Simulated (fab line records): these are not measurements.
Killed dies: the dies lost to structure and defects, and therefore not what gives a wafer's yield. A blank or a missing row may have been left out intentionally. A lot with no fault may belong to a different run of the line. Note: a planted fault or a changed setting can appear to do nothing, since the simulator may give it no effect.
Split-lot study -- flow n5Finfet -- on a route of 1938 steps: 7 lots, 21 wafers read

== ABOUT THE SPLIT ==
At N5_DUMMY_GATE_COAT_28 (time 60 s, resist thk 10 nm), the setting spinRpm was moved away from the recipe's 1500 rpm on 5 of the 21 wafers read, by -7.7% to +11.1%. All remaining wafers had this setting at the recipe value.

The split's own step is where the reading is taken.

== THE READING ==
underlayer_of_DUMMY_GATE_COAT_28.thkNm (the simulator's own value, which no gauge read), in nm, at N5_DUMMY_GATE_COAT_28 (time 60 s, resist thk 10 nm). There is no usual value for it anywhere in the file.

wafer,"tool, chamber at the split","spinRpm as run, rpm",against the recipe,"underlayer_of_DUMMY_GATE_COAT_28.thkNm, nm",against lot-mates on the recipe
L076.1,"lithoTrack-04, 0",1667,+11.1%,9.6,-0.4
L076.2,"lithoTrack-04, 0",1500,recipe,10,-
L076.5,"lithoTrack-04, 0",1500,recipe,10,-
L078.1,"lithoTrack-02, 0",1389,-7.4%,10.4,+0.4
L078.6,"lithoTrack-02, 0",1389,-7.4%,10.4,+0.4
L078.3,"lithoTrack-02, 0",1500,recipe,10,-
L081.1,"lithoTrack-02, 0",1500,recipe,10,-
L081.4,"lithoTrack-02, 0",1500,recipe,10,-
L081.5,"lithoTrack-02, 0",1500,recipe,10,-
L086.1,"lithoTrack-04, 0",1500,recipe,10,-
L086.3,"lithoTrack-04, 0",1500,recipe,10,-
L086.6,"lithoTrack-04, 0",1500,recipe,10,-
L093.1,"lithoTrack-04, 0",1638,+9.2%,9.6,-0.4
L093.5,"lithoTrack-04, 0",1500,recipe,10,-
L093.6,"lithoTrack-04, 0",1500,recipe,10,-
L094.1,"lithoTrack-02, 0",1500,recipe,10,-
L094.2,"lithoTrack-02, 0",1500,recipe,10,-
L094.6,"lithoTrack-02, 0",1500,recipe,10,-
L095.2,"lithoTrack-03, 0",1500,recipe,10,-
L095.3,"lithoTrack-03, 0",1500,recipe,10,-
L095.4,"lithoTrack-03, 0",1385,-7.7%,10.4,+0.4

FIT RESULTS
A straight line over all 21 wafers: underlayer_of_DUMMY_GATE_COAT_28.thkNm changes by -0.0453 nm for each +1% of spinRpm; r = -0.99; the points scatter about the line by 0.031 nm.
The same after taking each lot's own level away (the mean of its wafers on the recipe; 21 wafers): -0.0453 nm for each +1%; r = -0.99; scatter 0.031 nm.
Per that fit: largest spinRpm move, reading shift of 0.5 nm.
The lots' own levels span 10.00 to 10.00 nm.
Consequently the slope shifts little with the lot-to-lot level, the two slopes agreeing.
Check: with one of the wafers moved furthest among these (+11.1%) left out of the fit, the line predicts -0.546 nm for it against its lot-mates. Against them it came out at -0.4 nm.

== ADDITIONAL SPLITS CARRIED BY THESE WAFERS ==
These wafers also went through other splits before the reading. Each is held against what the fit with the lots' levels taken away leaves over:
other split on the same wafers,wafers away from the commonest value,r with underlayer_of_DUMMY_GATE_COAT_28.thkNm (lot level and that fit taken away)
N5_ZERO_LAYER_PECVD_02 timeS,7,+0.45
N5_WELL_APT_EXPOSE_05 doseMj,7,-0.30
N5_WELL_APT_DEVELOP_07 developTimeS,6,-0.19
N5_DUMMY_GATE_PECVD_30 timeS,7,-0.01

== THE FILE'S OWN FIT ==
underlayer_of_DUMMY_GATE_COAT_28.thkNm changes by -0.044 nm for each +1% of spinRpm, r = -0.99.
